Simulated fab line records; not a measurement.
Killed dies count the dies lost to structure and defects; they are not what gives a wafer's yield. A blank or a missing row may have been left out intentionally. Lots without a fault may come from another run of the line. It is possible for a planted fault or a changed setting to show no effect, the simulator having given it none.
fab line records + flow n5_finfet
[record]
- lots = 4
- wafers = 12
- last_day = 16
route steps=1938 shown DUMMY_GATE@236 SPACER0@258 SD_EPI_N@262 SD_EPI_P@329 SD_ACTIVATION@334 BEOL_M4@1111 PASSIVATION@1936
lots with no fault: from the same line, run without faults
start_h: hours from the record's opening day to when the first of the lot's shown wafers began + wait_h: hours elapsed since this lot's preceding step + " same as the row above + L1.1+2: several wafers, shown together as one row + - no value, or no start given + * or withheld: withheld + < > ~ a bound
route shown NAME@n: a module of which the file shows steps, and the number in the route of the first + usual: mean and standard deviation over wafers with no fault + same: alike in all rows + chamber/n: place in a boat + sites: readings site by site + _std_site: standard deviation across them + _edge_site: the outer-site mean with the inner-site mean subtracted + radius_mm: how far each site lies from the wafer's centre + mask NAME#n: copy n + behind: the last tool/chamber to shape the wafer + hold: what put the lot on hold/how long, in hours/how the hold closed + device: whichever transistor did not switch (one of n, p or np) + end of line: tests run on the same wafers once the route is complete + a step given without rows: its recipe and nothing more + killed: not the wafer's yield, but the dies lost to structure and defects at the first sort + map: per-die view of a wafer (x killed, . not killed, _ where there is no die)
set.NAME: the setting the step ran with; set.NAME@STEP: the setting that earlier step ran with + model.NAME: the simulator's own value behind a step, which no gauge read
lots at some steps of the route; a table a step, a row a wafer
services: from which hour (start_h, from the record's first day; less than 0 if before it) a tool's chamber was out of use, for how many hours, and why
[[steps]]
[step N5_DUMMY_GATE_ETCH_36]
[recipe]
- chemistry = CF4
- target = SiARC
- target_depth_a = 130
- pressure_mtorr = 40
- source_w = 545
- bias_w = 36
- Ar_flow_sccm = 100
- cf4_flow_sccm = 100
- ion_energy_ev = 80
[step N5_DUMMY_GATE_ETCH_37]
[recipe]
- chemistry = N2/H2
- target = SOC
- target_depth_a = 600
- overetch_a = 300
- temp_c = 40
- ion_energy_ev = 200
- pressure_mtorr = 30
- source_w = 840
- bias_w = 150
- n2_flow_sccm = 200
- h2_flow_sccm = 200
[step N5_DUMMY_GATE_STRIP_38]
[recipe]
- chemistry = N2/H2
- temp_c = 40
- n2_flow_sccm = 200
- h2_flow_sccm = 200
- rf_frequency_hz = 6e+07
[step N5_DUMMY_GATE_STRIP_39]
[recipe]
- chemistry = N2/H2
- temp_c = 40
- n2_flow_sccm = 200
- h2_flow_sccm = 200
- rf_frequency_hz = 6e+07
[step N5_DUMMY_GATE_TRIM_49]
[recipe]
- chemistry = O2
- resist = SOC
- time_s = 29
- target_cd_nm = 14
- source_power_w = 300
- bias_power_w = 0
- O2_flow_sccm = 100
- temp_c = 20
[step N5_DUMMY_GATE_STRIP_40]
[recipe]
- chemistry = CF4
- resist = SiARC
- power_w = 300
- bias_power_w = 75
- pressure_mtorr = 50
- cf4_flow_sccm = 150
- rf_frequency_hz = 6e+07
[step N5_DUMMY_GATE_ETCH_31]
[recipe]
- chemistry = C4F6/O2
- target = SiO2
- mask_material = SOC
- target_depth_a = 825
- time_s = 27.5
- ion_energy_ev = 250
- pressure_mtorr = 30
- source_w = 345
- bias_w = 185
- Ar_flow_sccm = 300
- C4F6_flow_sccm = 10
- O2_flow_sccm = 10
[step N5_DUMMY_GATE_STRIP_41]
[recipe]
- chemistry = O2
- power_w = 400
- temp_c = 40
- pressure_mtorr = 30
- rf_frequency_hz = 6e+07
- bias_power_w = 0
- overash_fraction = 0.3
- o2_flow_sccm = 225
[step N5_DUMMY_GATE_HM_OPEN_21]
[recipe]
- chemistry = CH3F/O2
- target = SiNx
- target_depth_a = 1200
- Ar_flow_sccm = 150
- CH3F_flow_sccm = 30
- O2_flow_sccm = 23
- time_s = 171.4
- pressure_mtorr = 30
- source_w = 395
- bias_w = 73
- ion_energy_ev = 120.7
[step N5_DUMMY_GATE_ETCH_32]
[recipe]
- chemistry = CF4
- target = SiO2
- target_depth_a = 35
- time_s = 3.9
- ion_energy_ev = 350
- pressure_mtorr = 10
- icp_w = 800
- bias_w = 400
- cf4_flow_sccm = 80
[step N5_DUMMY_GATE_ETCH_23]
[recipe]
- chemistry = HBr/Cl2/O2
- HBr_flow_sccm = 150
- Cl2_flow_sccm = 80
- O2_flow_sccm = 12
- bias_w = 102
- target_depth_a = 410
- time_s = 22.3
- target = poly-Si
- mask_material = SiO2
- pressure_mtorr = 10
- icp_w = 800
[step N5_DUMMY_GATE_ETCH_44]
[recipe]
- chemistry = HBr/O2
- over_etch_frac = 0.7
- target_depth_a = 1275
- stop_on = SiO2
- ion_energy_ev = 60
- bias_w = 20
- target = poly-Si
- mask_material = SiO2
- pressure_mtorr = 20
- icp_w = 400
- HBr_flow_sccm = 120
- O2_flow_sccm = 10
[usual]
- O2_flow_sccm = 10.003/0.027
- drypump_motor_current_A = 5.8/0.55
- he_backside_leak_sccm = 2.7/0.34
- oes_product_au = 0.725/0.0098
- throttle_valve_pct = 18.50/0.16
| lot.wafer | tool      | chamber | start_h | wait_h | O2_flow_sccm | drypump_motor_current_A | he_backside_leak_sccm | oes_product_au | rf_hours_counter_h | throttle_valve_pct |
|-----------|-----------|---------|---------|--------|--------------|-------------------------|-----------------------|----------------|--------------------|--------------------|
| L736.2    | rie_si-06 | 2       | 65.29   | 0.0    | 9.952        | 6.2                     | 2.7                   | 0.719          | 10                 | 18.63              |
| L736.4    | "         | 3       | "       | "      | 9.989        | 4.9                     | 2.6                   | 0.724          | 163                | 18.54              |
| L736.6    | "         | 0       | "       | "      | 10.000       | 6.2                     | 2.4                   | 0.735          | -                  | 18.45              |
| L748.4    | rie_si-06 | 2       | 137.06  | 0.0    | 9.966        | 6.2                     | 2.4                   | 0.724          | 11                 | 18.63              |
| L748.5    | "         | 3       | "       | "      | 10.053       | 4.9                     | 2.7                   | 0.726          | -                  | 18.55              |
| L748.6    | "         | 2       | "       | "      | 9.986        | 6.2                     | 2.5                   | 0.741          | -                  | 18.62              |
| L750.2    | rie_si-04 | 1       | 148.69  | 0.0    | 9.977        | 5.1                     | 3.5                   | 0.721          | 193                | 18.21              |
| L750.4    | "         | 3       | "       | "      | 9.982        | 4.9                     | 2.4                   | 0.716          | 54                 | 18.61              |
| L750.5    | "         | 0       | "       | "      | 9.989        | 5.6                     | 2.5                   | 0.714          | -                  | 18.60              |
| L753.1    | rie_si-06 | 0       | 167.94  | 0.0    | 10.065       | 6.3                     | 2.4                   | 0.740          | 85                 | 18.44              |
| L753.3    | "         | 1       | "       | "      | 10.018       | 6.7                     | 2.9                   | 0.721          | 24                 | 18.69              |
| L753.4    | "         | 3       | "       | "      | 9.957        | 4.9                     | 2.8                   | 0.719          | 165                | 18.54              |
[step N5_DUMMY_GATE_ETCH_42]
[recipe]
- chemistry = CHF3/O2
- target = SiO2
- target_depth_a = 35
- time_s = 31
- ion_energy_ev = 30
- bias_w = 12
- pressure_mtorr = 30
- source_w = 600
- Ar_flow_sccm = 200
- CHF3_flow_sccm = 50
- O2_flow_sccm = 5
[step N5_DUMMY_GATE_STRIP_48]
[recipe]
- chemistry = N2/H2
- time_s = 20
- power_w = 100
- temp_c = 40
- pressure_mtorr = 100
- rf_frequency_hz = 6e+07
- bias_power_w = 3
- n2_flow_sccm = 300
- h2_flow_sccm = 300
[step N5_DUMMY_GATE_PRECLEAN_33]
[recipe]
- chemistry = dHF
- time_s = 10
- dilution = 750:1
- temp_c = 25
[step N5_DUMMY_GATE_PRECLEAN_25]
[recipe]
- chemistry = O3/DIW
- time_s = 45
- temp_c = 22
- o3_ppm = 10
[step N5_DUMMY_GATE_PRECLEAN_51]
[recipe]
- chemistry = SC2
- time_s = 45
- temp_c = 35
- mix = 1:1:50
[step N5_DUMMY_GATE_SRD_26]
[recipe]
- dry = ipa_marangoni
- time_s = 30
- temp_c = 23
- rinse_liquid = diw
[step N5_DUMMY_GATE_UV_OZONE_45]
[recipe]
- time_s = 120
- pressure_torr = 760
- temp_c = 25
[step N5_DUMMY_GATE_INSPECT_27]
[recipe]
- inspect_instrument = brightfield
- mode = aei
[usual]
- raw_defect_count = 284/70
| lot.wafer | tool              | chamber | start_h | wait_h | raw_defect_count |
|-----------|-------------------|---------|---------|--------|------------------|
| L736.2    | defect_inspect-01 | -       | 66.27   | 0.0    | 243              |
| L736.4    | "                 | -       | "       | "      | 220              |
| L736.6    | "                 | -       | "       | "      | 207              |
| L748.4    | defect_inspect-01 | -       | 137.45  | 0.0    | 785              |
| L748.5    | "                 | -       | "       | "      | 858              |
| L748.6    | "                 | -       | "       | "      | 800              |
| L750.2    | defect_inspect-01 | -       | 149.09  | 0.0    | 363              |
| L750.4    | "                 | -       | "       | "      | 280              |
| L750.5    | "                 | -       | "       | "      | 340              |
| L753.1    | defect_inspect-01 | -       | 168.59  | 0.0    | 856              |
| L753.3    | "                 | -       | "       | "      | 805              |
| L753.4    | "                 | -       | "       | "      | 823              |
[step N5_SPACER0_ALD_07]
[recipe]
- material = SiNx
- target_thk_a = 20
- temp_c = 400
- ald_precursor_family = SiH2I2
- ald_co_reactant = N2/H2-plasma
- pressure_torr = 2
[step N5_SPACER0_ALD_00]
[recipe]
- material = SiOCN
- target_thk_a = 35
- temp_c = 400
- ald_precursor_family = alkyl-aminosilane
- ald_co_reactant = O2/N2-plasma
- pulse_time_s = 3
- purge_time_s = 2
- co_reactant_purge_time_s = 2
- ald_cycles = 58
- pressure_torr = 2
[step N5_SPACER0_ALD_08]
[recipe]
- material = SiNx
- target_thk_a = 20
- temp_c = 400
- ald_precursor_family = SiH2I2
- ald_co_reactant = N2/H2-plasma
- pressure_torr = 2
[step N5_SPACER0_INSPECT_04]
[recipe]
- inspect_instrument = darkfield
- mode = post_dep
[usual]
- raw_defect_count = 128/30
| lot.wafer | tool              | chamber | start_h | wait_h | raw_defect_count |
|-----------|-------------------|---------|---------|--------|------------------|
| L736.2    | defect_inspect-01 | -       | 66.88   | 0.1    | 91               |
| L736.4    | "                 | -       | "       | "      | 105              |
| L736.6    | "                 | -       | "       | "      | 114              |
| L748.4    | defect_inspect-01 | -       | 139.17  | 0.1    | 617              |
| L748.5    | "                 | -       | "       | "      | 619              |
| L748.6    | "                 | -       | "       | "      | 648              |
| L750.2    | defect_inspect-02 | -       | 149.69  | 0.1    | 168              |
| L750.4    | "                 | -       | "       | "      | 126              |
| L750.5    | "                 | -       | "       | "      | 160              |
| L753.1    | defect_inspect-01 | -       | 169.20  | 0.1    | 664              |
| L753.3    | "                 | -       | "       | "      | 654              |
| L753.4    | "                 | -       | "       | "      | 652              |
[step N5_SD_EPI_N_COAT_32]
[recipe]
- resist = SOC
- temp_c = 250
- time_s = 60
- spin_rpm = 1500
- resist_thk_nm = 350
[step N5_SD_EPI_N_COAT_33]
[recipe]
- resist = SiARC
- temp_c = 220
- time_s = 60
- spin_rpm = 1500
- resist_thk_nm = 35
[step N5_SD_EPI_N_COAT_03]
[recipe]
- resist = CAR-ArF-block
- spin_rpm = 1500
- resist_thk_nm = 150
[step N5_SD_EPI_N_EBR_05]
[recipe]
- solvent = PGMEA
- ebr_width_mm = 1.5
[step N5_SD_EPI_N_SOFTBAKE_04]
[recipe]
- temp_c = 110
- time_s = 60
- resist = CAR-ArF-block
[step N5_SD_EPI_N_EXPOSE_06]
[recipe]
- mask_id = SD_N_BLK
- na = 1.35
- source_shape = conventional
- sigma_outer = 0.8
- polarization = unpolarized
- target_cd_nm = 120
- dose_mj = 39.75
[step N5_SD_EPI_N_PEB_07]
[recipe]
- peb_temp_c = 110
- peb_time_s = 60
- resist = CAR-ArF-block
[step N5_SD_EPI_N_DEVELOP_08]
[recipe]
- develop_time_s = 30
- developer = TMAH
- resist = CAR-ArF-block
- dev_temp_c = 23
- rinse_liquid = diw
- dry = air_spin
[step N5_SD_EPI_N_INSPECT_11]
[recipe]
- mode = adi
- inspect_instrument = macro
[usual]
- raw_defect_count = 2.2/1.5
| lot.wafer | tool              | chamber | start_h | wait_h | raw_defect_count |
|-----------|-------------------|---------|---------|--------|------------------|
| L736.2    | defect_inspect-01 | -       | 67.33   | 0.0    | 3                |
| L736.4    | "                 | -       | "       | "      | 2                |
| L736.6    | "                 | -       | "       | "      | 4                |
| L748.4    | defect_inspect-02 | -       | 139.50  | 0.0    | >300             |
| L748.5    | "                 | -       | "       | "      | >300             |
| L748.6    | "                 | -       | "       | "      | >300             |
| L750.2    | defect_inspect-02 | -       | 150.02  | 0.0    | 2                |
| L750.4    | "                 | -       | "       | "      | 2                |
| L750.5    | "                 | -       | "       | "      | 0                |
| L753.1    | defect_inspect-01 | -       | 169.65  | 0.0    | >300             |
| L753.3    | "                 | -       | "       | "      | >300             |
| L753.4    | "                 | -       | "       | "      | >300             |
[step N5_SD_EPI_N_DESCUM_14]
[recipe]
- chemistry = O2
- time_s = 7.9
- source_power_w = 50
- bias_power_w = 20
- pressure_mtorr = 20
- rf_frequency_hz = 2.712e+07
- temp_c = 40
- resist = CAR-ArF-block
- o2_flow_sccm = 225
[step N5_SD_EPI_N_ETCH_34]
[recipe]
- chemistry = CF4
- target = SiARC
- target_depth_a = 455
- mask_material = CAR-ArF-block
- time_s = 75.8
- ion_energy_ev = 80
- pressure_mtorr = 40
- source_w = 545
- bias_w = 36
- Ar_flow_sccm = 100
- cf4_flow_sccm = 100
- ends = cleared
[step N5_SD_EPI_N_ETCH_35]
[recipe]
- chemistry = N2/H2
- target = SOC
- overetch_a = 1080
- mask_material = SiARC
- temp_c = 40
- ion_energy_ev = 100
- source_w = 3000
- bias_w = 133
- pressure_mtorr = 20
- time_s = 486
- n2_flow_sccm = 200
- h2_flow_sccm = 200
[step N5_SD_EPI_N_STRIP_36]
[recipe]
- chemistry = N2/H2
- temp_c = 40
- n2_flow_sccm = 200
- h2_flow_sccm = 200
- rf_frequency_hz = 6e+07
[step N5_SD_EPI_N_ETCHBACK_44]
[recipe]
- chemistry = CH3F/O2
- mode = anisotropic_etchback
- target = SiNx
- target_depth_a = 145
- stop_on = SiO2
- over_etch_frac = 0.3
- ion_energy_ev = 120
- pressure_mtorr = 30
- source_w = 395
- bias_w = 73
- Ar_flow_sccm = 150
- CH3F_flow_sccm = 30
- O2_flow_sccm = 20
[step N5_SD_EPI_N_INSPECT_26]
[recipe]
- inspect_instrument = darkfield
- mode = post_epi
[usual]
- raw_defect_count = 191/39
| lot.wafer | tool              | chamber | start_h | wait_h | raw_defect_count |
|-----------|-------------------|---------|---------|--------|------------------|
| L736.2    | defect_inspect-01 | -       | 71.53   | 0.1    | 157              |
| L736.4    | "                 | -       | "       | "      | 171              |
| L736.6    | "                 | -       | "       | "      | 151              |
| L748.4    | defect_inspect-01 | -       | 144.22  | 0.1    | 702              |
| L748.5    | "                 | -       | "       | "      | 657              |
| L748.6    | "                 | -       | "       | "      | 671              |
| L750.2    | defect_inspect-01 | -       | 154.05  | 0.1    | 223              |
| L750.4    | "                 | -       | "       | "      | 247              |
| L750.5    | "                 | -       | "       | "      | 226              |
| L753.1    | defect_inspect-01 | -       | 174.26  | 0.1    | 735              |
| L753.3    | "                 | -       | "       | "      | 695              |
| L753.4    | "                 | -       | "       | "      | 734              |
[step N5_SD_EPI_P_INSPECT_26]
[recipe]
- inspect_instrument = darkfield
- mode = post_epi
[usual]
- raw_defect_count = 167/33
| lot.wafer | tool              | chamber | start_h | wait_h | raw_defect_count |
|-----------|-------------------|---------|---------|--------|------------------|
| L736.2    | defect_inspect-01 | -       | 75.74   | 0.0    | 135              |
| L736.4    | "                 | -       | "       | "      | 120              |
| L736.6    | "                 | -       | "       | "      | 147              |
| L748.4    | defect_inspect-01 | -       | 149.27  | 0.0    | 662              |
| L748.5    | "                 | -       | "       | "      | 661              |
| L748.6    | "                 | -       | "       | "      | 678              |
| L750.2    | defect_inspect-02 | -       | 159.11  | 0.0    | 203              |
| L750.4    | "                 | -       | "       | "      | 187              |
| L750.5    | "                 | -       | "       | "      | 205              |
| L753.1    | defect_inspect-02 | -       | 178.65  | 0.0    | 704              |
| L753.3    | "                 | -       | "       | "      | 693              |
| L753.4    | "                 | -       | "       | "      | 696              |
[step N5_SD_ACTIVATION_INSPECT_02]
[recipe]
- inspect_instrument = darkfield
- mode = post_anneal
[usual]
- raw_defect_count = 168/33
| lot.wafer | tool              | chamber | start_h | wait_h | raw_defect_count |
|-----------|-------------------|---------|---------|--------|------------------|
| L736.2    | defect_inspect-01 | -       | 76.49   | 0.1    | 145              |
| L736.4    | "                 | -       | "       | "      | 116              |
| L736.6    | "                 | -       | "       | "      | 132              |
| L748.4    | defect_inspect-02 | -       | 150.08  | 0.1    | 683              |
| L748.5    | "                 | -       | "       | "      | 672              |
| L748.6    | "                 | -       | "       | "      | 702              |
| L750.2    | defect_inspect-01 | -       | 159.86  | 0.1    | 174              |
| L750.4    | "                 | -       | "       | "      | 178              |
| L750.5    | "                 | -       | "       | "      | 180              |
| L753.1    | defect_inspect-02 | -       | 179.46  | 0.2    | 681              |
| L753.3    | "                 | -       | "       | "      | 689              |
| L753.4    | "                 | -       | "       | "      | 689              |
[step N5_BEOL_M4_RC_MEAS_101]
[usual]
- DIBL_N = 35.8/1.6
- DIBL_P = 36.0/2.1
- IOFF_N = 0.153/0.026
- IOFF_P = 0.21/0.037
- ION_N = 673/11
- ION_P = 462/7.6
- SS_N = 71.4/0.53
- SS_P = 73.2/0.67
- VT_N = 250/3.2
- VT_P = -250/3.7
| lot.wafer | tool      | chamber | start_h | wait_h | DIBL_N[mV/V] | DIBL_P[mV/V] | IOFF_N[nA/um] | IOFF_P[nA/um] | ION_N[uA/um] | ION_P[uA/um] | SS_N[mV/dec] | SS_P[mV/dec] | VT_N[mV] | VT_P[mV] |
|-----------|-----------|---------|---------|--------|--------------|--------------|---------------|---------------|--------------|--------------|--------------|--------------|----------|----------|
| L736.2    | prober-02 | 0       | 192.38  | 0.2    | 36.0         | 35.3         | 0.145         | 0.19          | 670          | 461          | 71.0         | 73.7         | 253      | -251     |
| L736.4    | "         | 0       | "       | "      | 35.1         | 34.7         | 0.123         | 0.18          | 667          | 449          | 70.8         | 72.5         | 254      | -253     |
| L736.6    | "         | 0       | "       | "      | 37.2         | 36.9         | 0.149         | 0.22          | 669          | 461          | 71.7         | 73.1         | 254      | -249     |
| L748.4    | prober-01 | 0       | 269.09  | 0.5    | 34.7         | 34.5         | 0.133         | 0.19          | 666          | 459          | 71.5         | 72.3         | 257      | -252     |
| L748.5    | "         | 0       | "       | "      | 34.2         | 34.7         | 0.123         | 0.19          | 672          | 464          | 71.8         | 72.3         | 256      | -249     |
| L748.6    | "         | 0       | "       | "      | 35.7         | 36.5         | 0.150         | 0.22          | 663          | 470          | 71.8         | 73.2         | 253      | -250     |
| L750.2    | prober-01 | 0       | 276.04  | 0.2    | 36.5         | 38.1         | 0.170         | 0.22          | 676          | 474          | 71.2         | 74.0         | 249      | -250     |
| L750.4    | "         | 0       | "       | "      | 32.1         | 32.4         | 0.097         | 0.14          | 646          | 445          | 70.9         | 72.8         | 257      | -258     |
| L750.5    | "         | 0       | "       | "      | 33.8         | 34.6         | 0.127         | 0.17          | 657          | 454          | 71.2         | 73.0         | 253      | -255     |
| L753.1    | prober-02 | 0       | 285.26  | 0.0    | 34.6         | 36.0         | 0.152         | 0.20          | 669          | 464          | 71.7         | 71.9         | 251      | -249     |
| L753.3    | "         | 0       | "       | "      | 36.1         | 38.1         | 0.192         | 0.26          | 680          | 469          | 72.4         | 73.9         | 247      | -248     |
| L753.4    | "         | 0       | "       | "      | 34.1         | 35.4         | 0.149         | 0.21          | 665          | 457          | 71.0         | 72.8         | 250      | -248     |
[step N5_PASSIVATION_PROBE_49]
[usual]
- defect_limited_yield = 91.3/1.5
- killed_at_M0_to_M3 = 33/12
- killed_at_M4_up = 13/5.2
- killed_at_contacts = 13/6.7
- killed_at_front_end = 40/11
- killed_at_other = 4.1/2.7
- killed_dies = 103/17
- killed_open = 69/13
- killed_short = 33/8.4
- sort_bin_5_function = 5.1/1
- sort_bin_6_memory = 3.2/0.62
- sort_bin_8_speed = 0.00/0.014
- sort_n_pass = 1077/17
[same]
- gross_dies = 1180
- killed_at_back_side = 0
- sort_bin_4_leakage[%] = 0
| lot.wafer | tool      | chamber | start_h | wait_h | defect_limited_yield[%] | killed_at_M0_to_M3 | killed_at_M4_up | killed_at_contacts | killed_at_front_end | killed_at_other | killed_dies | killed_open | killed_short | sort_bin_5_function[%] | sort_bin_6_memory[%] | sort_bin_8_speed[%] | sort_n_pass |
|-----------|-----------|---------|---------|--------|-------------------------|--------------------|-----------------|--------------------|---------------------|-----------------|-------------|-------------|--------------|------------------------|----------------------|---------------------|-------------|
| L748.4    | prober-02 | -       | 383.16  | 0.2    | 83.1                    | 39                 | 8               | 17                 | 135                 | 1               | 200         | 61          | 34           | 10.8                   | 4.4                  | 0                   | 980         |
| L748.5    | prober-02 | -       | 383.21  | 0.2    | 81.5                    | 37                 | 14              | 15                 | 151                 | 1               | 218         | 65          | 33           | 11.4                   | 4.8                  | 0.17                | 962         |
| L748.6    | prober-02 | -       | 383.26  | 0.3    | 85.8                    | 27                 | 4               | 11                 | 126                 | 0               | 168         | 47          | 20           | 8.7                    | 3.1                  | 0                   | 1012        |
| L753.1    | prober-01 | -       | 394.70  | 0.3    | 84.7                    | 17                 | 5               | 11                 | 143                 | 4               | 180         | 51          | 15           | 10.3                   | 3.5                  | 0                   | 1000        |
| L753.3    | prober-01 | -       | 394.80  | 0.4    | 87.9                    | 18                 | 14              | 12                 | 94                  | 5               | 143         | 51          | 21           | 7.5                    | 3.5                  | 0                   | 1037        |
| L753.4    | prober-01 | -       | 394.85  | 0.4    | 80.6                    | 33                 | 6               | 23                 | 164                 | 3               | 229         | 72          | 27           | 12.5                   | 4.7                  | 0                   | 951         |
// killed by level:class
L748.4 DUMMY_GATE:unspecified=103 MOL_CONTACT_COAG:geometric_particle:open=14 FIN_SAQP:geometric_particle:short=11 BEOL_M2:geometric_particle:open=9 BEOL_M0_SAQP:geometric_particle:short=8 BEOL_M3:geometric_particle:open=6 BEOL_M1:geometric_particle:open=5 FIN_SAQP:geometric_particle:open=4
L748.5 DUMMY_GATE:unspecified=118 BEOL_M0_SAQP:geometric_particle:open=13 MOL_CONTACT_COAG:geometric_particle:open=12 BEOL_M0_SAQP:geometric_particle:short=11 STI_FIN_REVEAL:geometric_particle:open=6 BEOL_M2:geometric_particle:open=6 STARTING-WAFER:geometric_particle:short=6 FIN_SAQP:geometric_particle:open=5
L748.6 DUMMY_GATE:unspecified=100 MOL_CONTACT_COAG:geometric_particle:open=11 BEOL_M0_SAQP:geometric_particle:open=10 FIN_SAQP:geometric_particle:open=8 STI_FIN_REVEAL:geometric_particle:open=7 BEOL_M2:geometric_particle:open=5 FIN_SAQP:geometric_particle:short=4 BEOL_M0_SAQP:geometric_particle:short=4
L753.1 DUMMY_GATE:unspecified=112 MOL_CONTACT_COAG:geometric_particle:open=10 STI_FIN_REVEAL:geometric_particle:open=6 BEOL_M2:geometric_particle:open=6 DUMMY_GATE:geometric_particle:open=5 BEOL_M3:geometric_particle:open=5 GATE_CUT:geometric_particle:short=4 BEOL_M4:geometric_particle:open=4
L753.3 DUMMY_GATE:unspecified=70 MOL_CONTACT_COAG:geometric_particle:open=10 STI_FIN_REVEAL:geometric_particle:open=5 BEOL_M0_SAQP:geometric_particle:short=5 BEOL_M0_SAQP:geometric_particle:open=4 BEOL_M2:geometric_particle:open=4 BEOL_M5:geometric_particle:open=4 STARTING-WAFER:geometric_particle:short=4
L753.4 DUMMY_GATE:unspecified=128 MOL_CONTACT_COAG:geometric_particle:open=20 BEOL_M2:geometric_particle:open=7 FIN_SAQP:geometric_particle:open=5 BEOL_M0_SAQP:geometric_particle:open=5 BEOL_M1:geometric_particle:open=5 BEOL_M3:geometric_particle:open=5 STI_FIN_REVEAL:geometric_particle:open=4
// map L748.5 (x killed, . not)
_________________x...........________________
______________x...x............._____________
___________...x.xxxxxxx.x..........__________
__________.x..xxxxxxxxx............._________
________...x.xxxxxxxxx.x..........x..._______
_______...x.x.xxxxxxxxxx..x..x.........______
______x....xxxxxxxxxxxxx.......x........_____
_____....xx.xxxxxxxxxxxx...x....x..x.....____
____..x......xxxxxxxxxxx.x.x....x...x.....___
___..x....x.xxxxxxxxxxxxx.x.......x........__
___..........xxxxxxxxxxx...................__
__....x.x...xx..xxxxxx.xxx.....x...........x_
__.....x......x.xxx..x.x.....x.xx...x......._
_.......x............x.x...................x.
_...........x.x......x.............xx......x.
_..x.............x.........x...x.............
_............................................
_..........x...xx........x....x..............
_..xx..............x........x....x.......x...
_.........................................x..
_x...............................x...........
__...........x...............x..x......xx.x._
__.................................x........_
___.xx.............x........x..............__
___.....................x...x..............__
____............x..........x.x........x..x___
_____...........xxx.................x....____
______.....xx................xx....x...._____
_______.......................x....x...______
________...x..........x...........x..._______
__________..x.....x................._________
___________..........x...xx.....x..__________
______________..............x.x._____________
_________________............________________
// map L753.4 (x killed, . not)
_________________..x.........________________
______________x...xxx.......x..._____________
___________.x.x.xxxx..x............__________
__________..x.xxxxxxxx...x.........x_________
________....xxxxxxxxxxxxx..x....x.x..._______
_______...xxxxxxxxxxxxxxx..............______
______...x..xxxxxxxxxxxxx..............._____
_____x.....xxxxxxxxxxxxxxxxxx.....x......____
____x......xxxxxxxxxxxxxx.................___
___........xxxxxxxxxxx.x.xx....x...........__
___.x.x......xxxxxxxxxxx........x..........__
__..........x.x.xxxxxxxx...x................_
__............xxx.xxx....x......x......x...._
_.................x........x................x
_.x.........x...x.....x....................xx
_x.................x........x...........x....
_.............x..............................
_..x..........x...............x.x..x.........
_x..............x..x...........x.............
_................x.x..xx..........x..........
_.............x.x........x....x........x.....
__......x............................x.x...x_
__...x...x.....x..........x........x...x...._
___..x.................x....x....x.........__
___..........x....x.....x................x.__
____..xx..x...............................___
_____.x.......x.....x................xx.x____
______.xx..............................._____
_______x....x...x..x.x..............x..______
________...x.......x......x..........._______
__________.........................._________
___________........................__________
______________..x..............._____________
_________________....xx....xx________________
[[services]]
| tool      | chamber | start_h | hours | kind           |
|-----------|---------|---------|-------|----------------|
| rie_si-04 | 2       | 67.54   | 8.4   | repair         |
| rie_si-06 | -       | 117.12  | 2.8   | pm             |
| rie_si-04 | 3       | 136.60  | 6.8   | repair         |
| rie_si-06 | -       | 152.44  | 0.1   | repair         |
| rie_si-04 | 1       | 161.50  | -     | clean          |
| rie_si-04 | 1       | 161.50  | 28.3  | scheduled_down |
| rie_si-04 | 1       | 161.50  | 28.3  | vent_cycle     |
| rie_si-04 | -       | 165.98  | 2.8   | pm             |
[[key]]
[first_sign]
- step = N5_DUMMY_GATE_INSPECT_27
- reading = raw_defect_count
- direction = up
- sigmas = 7.7
- usual = 284
- struck = 821
[effect]
- step = N5_SPACER0_INSPECT_04
- reading = raw_defect_count
- direction = up
- sigmas = 17
- usual = 128
- struck = 642
[effect]
- step = N5_SD_EPI_N_INSPECT_11
- reading = raw_defect_count
- direction = up
- sigmas = 99+
- usual = 2.2
- struck = >300
[effect]
- step = N5_SD_EPI_N_INSPECT_26
- reading = raw_defect_count
- direction = up
- sigmas = 13
- usual = 191
- struck = 699
[effect]
- step = N5_SD_EPI_P_INSPECT_26
- reading = raw_defect_count
- direction = up
- sigmas = 16
- usual = 167
- struck = 682
[effect]
- step = N5_SD_ACTIVATION_INSPECT_02
- reading = raw_defect_count
- direction = up
- sigmas = 16
- usual = 168
- struck = 686
[effect]
- step = N5_PASSIVATION_PROBE_49
- reading = killed_at_front_end
- direction = up
- sigmas = 8.6
- usual = 40
- struck = 136
[more_kills_born_at]
- N5_DUMMY_GATE_ETCH_44@rie_si-06 = 631
met_at N5_DUMMY_GATE_ETCH_44
struck_wafers L748.4,L748.5,L748.6,L753.1,L753.3,L753.4
onset_between 65.29 137.06
[fault]
- kind = chamber_particle_source
- tool = rie_si-06
- chamber = -
- onset_h = 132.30
- steps = N5_DUMMY_GATE_ETCH_44
- rate_per_visit_cm2 = 0.77707
- end_h = 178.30
